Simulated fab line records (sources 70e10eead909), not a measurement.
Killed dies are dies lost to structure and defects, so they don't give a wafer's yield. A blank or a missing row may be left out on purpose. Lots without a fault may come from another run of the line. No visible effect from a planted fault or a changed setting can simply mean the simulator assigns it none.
Code-filled problem report in 8D (eight disciplines) form + flow nand_harc + the parts of the form that need people (team, actions taken, sign-off) are left out

## 1. PROBLEM STATEMENT
Wafers without a fault read 0.7, standard deviation 0.92; killed_at_other at NHARC_END_SORT_01 reads a mean of 637.8 on 6 wafers belonging to 2 lots. So: +99 or more standard deviations from the usual mean.
Earliest sighting: wafer L545.3 on prober-01 at day 24 10:29. The record has a number at this step for 9 wafers belonging to 3 lots. Rule for "out" (also "out of limits"): further than 4 standard deviations from the usual mean. All remaining wafers that have a number are taken as sound.

## 2. WHAT IT IS; WHAT IT IS NOT
| question                    | is                                                                                                                  | is not                                                         |
|-----------------------------|---------------------------------------------------------------------------------------------------------------------|----------------------------------------------------------------|
| which readings at this step | killed_at_other, defect_limited_yield, killed_dies, sort_bin_2_pct, sort_n_pass, sort_rim_yield_pct, sort_yield_pct | killed_at_periphery, killed_open, killed_short, sort_bin_3_pct |
| which lots                  | L544, L545                                                                                                          | L526                                                           |
| which wafers of those lots  | all that have a number                                                                                              | -                                                              |
| read on which gauges        | prober-01                                                                                                           | -                                                              |
| when                        | from day 24 10:29                                                                                                   | up to then (3 sound wafers)                                    |

## 3. WHAT RULES OUT EACH SUSPECT
Counting: a tool stays on the suspect list if, at a process step up to the reading, it processed all lots that are out and no sound lot following the first of them.
- the gauge at NHARC_END_SORT_01: kept. All the wafers that are out were read on prober-01, and no step on other tools shows them out.
- rie_diel-03 at NHARC_THIN_TSV_ETCH_44 (etches the open film in CF4/O2, target depth 1594.2 nm, time 797.1 s): kept. It ran every lot that is out, first L545 (day 23 19:37), and no sound lot after that.
- plasma_asher-02 at NHARC_THIN_TSV_STRIP_62 (strips in N2/H2, time 20 s): kept. It ran every lot that is out, first L545 (day 23 22:01), and no sound lot after that; its last sound lot up to then is L526 (day 18 19:53).
- rtp_anneal-01 at NHARC_THIN_TSV_ANNEAL_52 (time 90 s): kept. It ran every lot that is out, first L545 (day 23 23:25), and no sound lot after that.
Left after counting: rie_diel-03 at NHARC_THIN_TSV_ETCH_44, plasma_asher-02 at NHARC_THIN_TSV_STRIP_62, rtp_anneal-01 at NHARC_THIN_TSV_ANNEAL_52, prober-01 at NHARC_END_SORT_01.

## 4. THE CAUSE (what the simulator had put in)
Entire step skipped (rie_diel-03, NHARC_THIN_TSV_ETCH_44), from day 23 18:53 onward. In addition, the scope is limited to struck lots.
4 suspects survive the count, and this tool is in that group.

## 5. THE EFFECT CHAIN, in route order
Each row: a reading whose mean over the struck wafers that have a number lies more than 3 standard deviations from the usual. Scope: only readings with a usual standard deviation given in the record; hours: median across lots of the time from each lot's start at the first step in this table that gives one to its start at this step; sigmas: change in usual standard deviations.
| hours | step              | reading              | usual  | on struck wafers | change | sigmas      |
|-------|-------------------|----------------------|--------|------------------|--------|-------------|
| 0     | NHARC_END_SORT_01 | defect_limited_yield | 95.4 % | 0.0              | -95.4  | -64         |
| 0     | NHARC_END_SORT_01 | killed_at_other      | 0.7    | 637.8            | +637.1 | +99 or more |
| 0     | NHARC_END_SORT_01 | killed_dies          | 31     | 677              | +646   | +65         |
| 0     | NHARC_END_SORT_01 | sort_bin_2_pct       | 1.4 %  | 96.1             | +94.7  | +99 or more |
| 0     | NHARC_END_SORT_01 | sort_n_pass          | 646    | 0                | -646   | -65         |
| 0     | NHARC_END_SORT_01 | sort_rim_yield_pct   | 94 %   | 0                | -94    | -29         |
| 0     | NHARC_END_SORT_01 | sort_yield_pct       | 95.4 % | 0.0              | -95.4  | -64         |
Readings that are blank on the struck wafers while sound wafers have them: bias_w at NHARC_THIN_TSV_ETCH_44; cf4_flow_sccm at NHARC_THIN_TSV_ETCH_44; drypump_motor_current_A at NHARC_THIN_TSV_ETCH_44; oes_product_au at NHARC_THIN_TSV_ETCH_44; rf_vpp_V at NHARC_THIN_TSV_ETCH_44; showerhead_plenum_p_Torr at NHARC_THIN_TSV_ETCH_44; throttle_valve_pct at NHARC_THIN_TSV_ETCH_44.

## 6. WHAT WOULD HAVE CAUGHT IT SOONER
16 hours passed between the start of the fault at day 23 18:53 and the first reading out of limits at a measuring or inspecting step in this record, taken at day 24 10:29.
At NHARC_THIN_TSV_ETCH_44 the tool's readings are blank on the struck wafers, where sound wafers have them: an empty tool record is the first sign, and it was there at once.
All the lots that are out (2) had begun NHARC_THIN_TSV_ETCH_44 on rie_diel-03 by day 24 10:29. None of them would have been spared by holding the tool at that moment.
